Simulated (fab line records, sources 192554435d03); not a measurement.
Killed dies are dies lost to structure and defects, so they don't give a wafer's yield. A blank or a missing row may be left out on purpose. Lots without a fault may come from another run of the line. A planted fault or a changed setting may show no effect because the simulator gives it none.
fab line records | flow n5_finfet
record lots=10 wafers=30 last_day=21
route steps=1938 shown BEOL_M8@1399 BEOL_M9@1418
lots that met no fault: from a run of the same line without faults
start_h: hours from the record's first day to the start of the lot's first wafer shown | wait_h: hours since the lot's step before | " the same as in the row above | L1.1+2: a row that stands for several wafers | - no value, or no start given | * or withheld: withheld | < > ~ a bound
route shown NAME@n: a module of which the file shows steps, and the number in the route of the first | usual: mean/standard deviation of fault-free wafers | same: alike in all rows | chamber/n: place in a boat | sites: the reading at each site | _std_site: their standard deviation | _edge_site: outer sites' mean less inner sites' | radius_mm: how far each site lies from the wafer's centre | mask NAME#n: copy n | behind: the tool/chamber that last shaped the wafer | hold: why the lot was held/for how many hours/how that ended | device: the transistor (n, p or np) that didn't switch | end of line: the same wafers' tests at the end of the route | a step without rows: its recipe alone | killed: dies lost to structure and defects at the first sort, not the wafer's yield | map: a wafer's dies, x killed, . not, _ none there
set.NAME: the setting as run; set.NAME@STEP: as run at that earlier step | model.NAME: the simulator's own value behind a step, which no gauge read
steps of the route over a sample of lots; a table a step, a row a wafer
services: from which hour (start_h, from the record's first day; less than 0 if before it) a tool's chamber was out of use, for how many hours, and why
## steps
# step N5_BEOL_M8_RS_MEAS_57
# recipe thk_meas_gauge=four-point-probe reads=Cu_of_BEOL_M8_ECD_50+Co_of_BEOL_M8_CVD_78+TaN_of_BEOL_M8_ALD_77
# usual M8_RS=0.288/0.01
# columns lot.wafer tool chamber start_h wait_h M8_RS[ohm/sq]
L522.1 film_metro-02 - 270.42 0.1 0.276
L522.3 " - " " 0.293
L522.6 " - " " 0.297
L523.1 film_metro-02 - 287.62 0.1 0.282
L523.4 " - " " 0.293
L523.6 " - " " 0.290
L525.2 film_metro-02 - 317.95 0.1 0.273
L525.4 " - " " 0.285
L525.6 " - " " 0.288
L532.1 film_metro-01 - 333.55 0.1 0.283
L532.2 " - " " 0.285
L532.3 " - " " 0.299
L534.2 film_metro-02 - 360.04 0.1 0.287
L534.3 " - " " 0.289
L534.5 " - " " 0.288
L537.2 film_metro-02 - 386.48 0.1 0.316
L537.4 " - " " 0.303
L537.5 " - " " 0.288
L541.2 film_metro-02 - 393.33 0.1 0.285
L541.3 " - " " 0.274
L541.4 " - " " 0.280
L543.2 film_metro-02 - 411.09 0.1 0.275
L543.3 " - " " 0.295
L543.4 " - " " 0.288
L544.1 film_metro-01 - 411.29 0.1 0.287
L544.2 " - " " 0.299
L544.4 " - " " 0.284
L542.2 film_metro-01 - 441.22 0.1 0.288
L542.3 " - " " 0.277
L542.5 " - " " 0.291
# step N5_BEOL_M9_ETCH_61
# recipe chemistry=CF4 target=SiARC target_depth_a=390 mask_material=CAR-ArF time_s=65 ion_energy_ev=80 pressure_mtorr=40 source_w=545 bias_w=36 Ar_flow_sccm=100 cf4_flow_sccm=100 ends=cleared
# usual bias_w=36.00/0.1 drypump_motor_current_A=5.7/0.39 etch_rf_on_time_s=63.1/2.1 oes_product_au=0.71/0.072 rf_vpp_V=184.2/1.2 showerhead_plenum_p_Torr=2.15/0.069 throttle_valve_pct=15.47/0.18
# columns lot.wafer tool chamber start_h wait_h bias_w drypump_motor_current_A etch_rf_on_time_s oes_product_au rf_hours_counter_h rf_vpp_V showerhead_plenum_p_Torr throttle_valve_pct
L522.1 rie_diel-03 1 272.20 0.0 36.12 5.7 63.8 0.59 243 184.2 2.18 16.09
L522.3 " 0 " " 36.05 6.1 58.7 0.69 141 182.9 2.13 15.28
L522.6 " 3 " " 36.16 5.2 64.8 0.74 - 185.6 2.27 15.53
L523.1 rie_diel-03 0 289.22 0.0 35.79 6.2 58.3 0.70 146 182.5 2.13 15.28
L523.4 " 3 " " 36.01 5.2 64.3 0.74 60 186.4 2.27 15.54
L523.6 " 1 " " 35.87 5.8 64.5 0.59 - 184.4 2.18 16.09
L525.2 rie_diel-06 3 322.82 0.0 36.16 5.4 65.4 0.71 70 183.5 2.09 15.60
L525.4 " 1 " " 35.89 5.5 61.8 0.86 7 183.9 2.16 15.12
L525.6 " 0 " " 36.05 6.2 63.7 0.65 - 182.6 2.14 15.46
L532.1 rie_diel-03 0 336.18 0.0 36.10 6.1 58.5 0.68 161 185.1 2.13 15.32
L532.2 " 2 " " 35.99 6.3 62.7 0.71 105 185.9 2.23 15.43
L532.3 " 3 " " 36.12 5.2 63.6 0.73 75 186.1 2.26 15.58
L534.2 rie_diel-02 0 363.89 0.0 35.98 5.7 63.8 0.77 38 182.8 2.11 15.54
L534.3 " 2 " " 35.85 5.6 63.9 0.62 194 181.5 1.96 15.70
L534.5 " 3 " " 36.00 5.9 65.1 0.60 - 184.0 2.18 15.56
L537.2 rie_diel-06 3 388.93 0.0 35.95 5.4 65.9 0.69 91 183.7 2.08 15.65
L537.4 " 2 " " 35.88 5.2 64.2 0.69 84 185.1 2.18 15.34
L537.5 " 0 " " 36.02 6.3 63.7 0.64 - 184.4 2.13 15.47
L541.2 rie_diel-06 2 396.26 0.0 35.95 5.2 64.4 0.69 86 185.8 2.17 15.34
L541.3 " 3 " " 36.03 5.4 66.0 0.69 93 182.2 2.08 15.63
L541.4 " 1 " " 35.88 5.5 61.6 0.82 27 186.0 2.16 15.16
L543.2 rie_diel-03 1 414.08 0.0 35.97 5.8 62.5 0.80 27 184.9 2.17 15.64
L543.3 " 2 " " 36.09 6.2 61.9 0.69 131 184.9 2.22 15.48
L543.4 " 3 " " 36.02 5.2 64.0 0.70 101 186.0 2.25 15.63
L544.1 rie_diel-03 0 414.33 0.0 35.89 6.1 58.2 0.68 184 183.5 2.12 15.37
L544.2 " 3 " " 36.12 5.2 63.7 0.70 101 184.8 2.25 15.61
L544.4 " 1 " " 35.91 5.7 62.5 0.80 27 183.3 2.17 15.64
L542.2 rie_diel-06 3 444.54 0.0 36.04 5.4 66.7 0.67 103 183.0 2.07 15.67
L542.3 " 0 " " 35.93 6.2 64.3 0.63 161 184.8 2.12 15.50
L542.5 " 1 " " 36.18 5.5 62.1 0.80 - 184.6 2.15 15.18
# step N5_BEOL_M9_COAT_64
# recipe resist=SiARC temp_c=220 time_s=60 spin_rpm=1500 resist_thk_nm=12
# usual spin_speed_rpm=1500.1/0.95
# columns lot.wafer tool chamber start_h wait_h spin_speed_rpm
L522.1 litho_track-04 0 275.47 - 1499.4
L522.3 " 0 " " 1498.5
L522.6 " 0 " " 1499.6
L523.1 litho_track-04 0 290.82 - 1500.4
L523.4 " 0 " " 1500.5
L523.6 " 0 " " 1500.1
L525.2 litho_track-04 0 324.93 - 1236.6
L525.4 " 0 " " 1235.5
L525.6 " 0 " " 1237.0
L532.1 litho_track-04 0 336.68 - 1236.3
L532.2 " 0 " " 1236.2
L532.3 " 0 " " 1238.8
L534.2 litho_track-03 0 364.36 - 1499.9
L534.3 " 0 " " 1499.9
L534.5 " 0 " " 1499.0
L537.2 litho_track-03 0 390.77 - 1500.4
L537.4 " 0 " " 1499.5
L537.5 " 0 " " 1500.6
L541.2 litho_track-05 0 397.78 - 1498.5
L541.3 " 0 " " 1498.5
L541.4 " 0 " " 1499.5
L544.1 litho_track-03 0 418.02 - 1499.0
L544.2 " 0 " " 1500.4
L544.4 " 0 " " 1500.3
L543.2 litho_track-05 0 418.13 - 1500.5
L543.3 " 0 " " 1500.0
L543.4 " 0 " " 1500.6
L542.2 litho_track-05 0 448.81 - 1501.0
L542.3 " 0 " " 1499.7
L542.5 " 0 " " 1499.0
# step N5_BEOL_M9_CD_MEAS_28
# recipe target_cd_nm=70 landing_energy_ev=500 detector=se_inlens polarity=opening
# usual cd_nm=70.11/0.26
# columns lot.wafer tool chamber start_h wait_h cd_nm
L522.1 cd_sem-02 0 275.87 - 70.06
L522.3 " 0 " " 70.15
L522.6 " 0 " " 69.89
L523.1 cd_sem-01 0 291.08 - 70.14
L523.4 " 0 " " 70.39
L523.6 " 0 " " 70.10
L525.2 cd_sem-02 0 325.32 - 70.15
L525.4 " 0 " " 70.16
L525.6 " 0 " " 69.96
L532.1 cd_sem-02 0 337.07 - 70.23
L532.2 " 0 " " 69.96
L532.3 " 0 " " 70.20
L534.2 cd_sem-01 0 364.62 - 69.99
L534.3 " 0 " " 70.25
L534.5 " 0 " " 69.84
L537.2 cd_sem-01 0 391.03 - 69.98
L537.4 " 0 " " 70.47
L537.5 " 0 " " 70.39
L541.2 cd_sem-02 0 398.25 - 70.51
L541.3 " 0 " " 70.33
L541.4 " 0 " " 70.02
L544.1 cd_sem-02 0 418.41 - 70.04
L544.2 " 0 " " 69.90
L544.4 " 0 " " 70.30
L543.2 cd_sem-02 0 418.61 - 70.39
L543.3 " 0 " " 70.01
L543.4 " 0 " " 69.93
L542.2 cd_sem-03 0 449.12 - 70.25
L542.3 " 0 " " 70.21
L542.5 " 0 " " 69.98
# step N5_BEOL_M9_ETCH_65
# recipe chemistry=CF4 target=SiARC target_depth_a=156 mask_material=CAR-EUV time_s=26 ion_energy_ev=80 pressure_mtorr=40 source_w=545 bias_w=36 Ar_flow_sccm=100 cf4_flow_sccm=100 ends=cleared
# usual bias_w=36.00/0.098 drypump_motor_current_A=5.7/0.38 etch_rf_on_time_s=25.4/0.71 oes_product_au=0.70/0.07 rf_vpp_V=184.1/1.1 showerhead_plenum_p_Torr=2.14/0.068 throttle_valve_pct=15.47/0.18
# columns lot.wafer tool chamber start_h wait_h bias_w drypump_motor_current_A etch_rf_on_time_s oes_product_au rf_hours_counter_h rf_vpp_V showerhead_plenum_p_Torr throttle_valve_pct
L522.1 rie_diel-03 1 276.07 0.0 36.04 5.8 25.4 0.59 245 186.2 2.18 16.07
L522.3 " 3 " " 36.05 5.2 25.9 0.75 56 184.1 2.27 15.52
L522.6 " 2 " " 35.86 6.2 25.5 0.72 - 184.8 2.23 15.36
L523.1 rie_diel-02 0 291.26 0.0 35.85 5.8 25.3 0.82 15 184.5 2.11 15.48
L523.4 " 3 " " 36.05 5.9 25.7 0.62 203 186.0 2.19 15.55
L523.6 " 0 " " 35.89 5.7 25.2 0.82 - 183.8 2.11 15.49
L525.2 rie_diel-06 1 325.53 0.0 36.05 5.5 27.4 0.85 8 184.3 2.16 15.12
L525.4 " 2 " " 35.99 5.2 28.8 0.71 66 184.6 2.18 15.30
L525.6 " 3 " " 36.03 5.4 29.0 0.71 - 183.9 2.09 15.60
L532.1 rie_diel-02 1 337.40 0.0 36.13 5.4 28.7 0.63 171 182.6 2.07 15.57
L532.2 " 3 " " 36.01 5.9 28.7 0.61 217 186.0 2.18 15.57
L532.3 " 2 " " 35.85 5.7 27.9 0.64 186 181.3 1.96 15.68
L534.2 rie_diel-03 1 364.80 0.0 36.14 5.8 25.0 0.82 13 184.3 2.17 15.62
L534.3 " 3 " " 35.89 5.1 25.1 0.73 86 184.4 2.26 15.57
L534.5 " 1 " " 36.14 5.8 24.9 0.82 - 184.0 2.17 15.60
L537.2 rie_diel-03 1 391.40 0.0 36.17 5.8 25.2 0.80 22 183.9 2.17 15.62
L537.4 " 2 " " 35.88 6.3 25.3 0.69 124 185.2 2.22 15.44
L537.5 " 3 " " 36.09 5.2 25.5 0.71 - 185.5 2.26 15.61
L541.2 rie_diel-06 1 398.42 0.0 35.91 5.5 24.2 0.82 28 183.2 2.16 15.17
L541.3 " 0 " " 36.03 6.3 25.6 0.64 152 184.1 2.13 15.49
L541.4 " 2 " " 35.99 5.2 25.5 0.69 87 184.2 2.17 15.35
L544.1 rie_diel-03 2 418.58 0.0 36.20 6.3 25.4 0.68 133 185.0 2.22 15.46
L544.2 " 3 " " 36.08 5.2 25.7 0.70 103 184.7 2.25 15.62
L544.4 " 0 " " 35.96 6.1 23.2 0.67 185 184.4 2.12 15.38
L543.2 rie_diel-02 3 419.42 0.0 36.15 5.9 26.0 0.59 243 185.1 2.17 15.64
L543.3 " 1 " " 35.92 5.4 25.9 0.62 197 183.4 2.06 15.65
L543.4 " 0 " " 35.94 5.8 25.3 0.76 53 184.0 2.10 15.56
L542.2 rie_diel-02 0 449.29 0.0 35.86 5.8 25.6 0.74 64 182.6 2.10 15.58
L542.3 " 2 " " 35.83 5.7 25.6 0.62 220 183.0 1.95 15.74
L542.5 " 2 " " 36.02 5.7 25.6 0.61 - 183.4 1.95 15.75
## services
# columns tool chamber start_h hours kind
rie_diel-06 1 270.24 - clean
rie_diel-06 1 270.24 - consumable_replace:focus_ring
rie_diel-06 1 270.24 24.8 scheduled_down
rie_diel-06 1 270.24 24.8 vent_cycle
rie_diel-03 1 291.62 - clean
rie_diel-03 1 291.62 - consumable_replace:focus_ring
rie_diel-03 1 291.62 13.8 scheduled_down
rie_diel-03 1 291.62 13.8 vent_cycle
rie_diel-03 1 329.37 6.6 repair
rie_diel-03 1 340.94 8.2 repair
rie_diel-03 0 353.27 4.3 repair
rie_diel-02 0 384.42 8.9 repair
litho_track-04 - 388.79 - consumable_replace:filter
rie_diel-02 1 402.36 6.6 repair
rie_diel-02 2 408.53 8.2 repair
rie_diel-06 - 416.45 15.6 pm
rie_diel-03 1 423.86 10.7 repair
rie_diel-02 3 433.54 - clean
rie_diel-02 3 433.54 - consumable_replace:focus_ring
rie_diel-02 3 433.54 21.6 scheduled_down
rie_diel-02 3 433.54 21.6 vent_cycle
rie_diel-03 2 433.58 1.2 repair
## key
first_sign step=N5_BEOL_M9_COAT_64 reading=spin_speed_rpm direction=down sigmas=99+ usual=* struck=*
effect step=N5_BEOL_M9_ETCH_65 reading=etch_rf_on_time_s direction=up sigmas=4.2 usual=* struck=*
met_at N5_BEOL_M9_COAT_64
struck_lots L525,L532
not_acting_at N5_BEOL_M8_RS_MEAS_57,N5_BEOL_M9_ETCH_61,N5_BEOL_M9_CD_MEAS_28
onset_between 290.82 324.93
fault kind=process_parameter_drift tool=litho_track-04 chamber=- onset_h=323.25 steps=N5_BEOL_M9_COAT_64 channel=spin_rpm offset=* shape=step end_h=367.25 acts_in=* stated=*
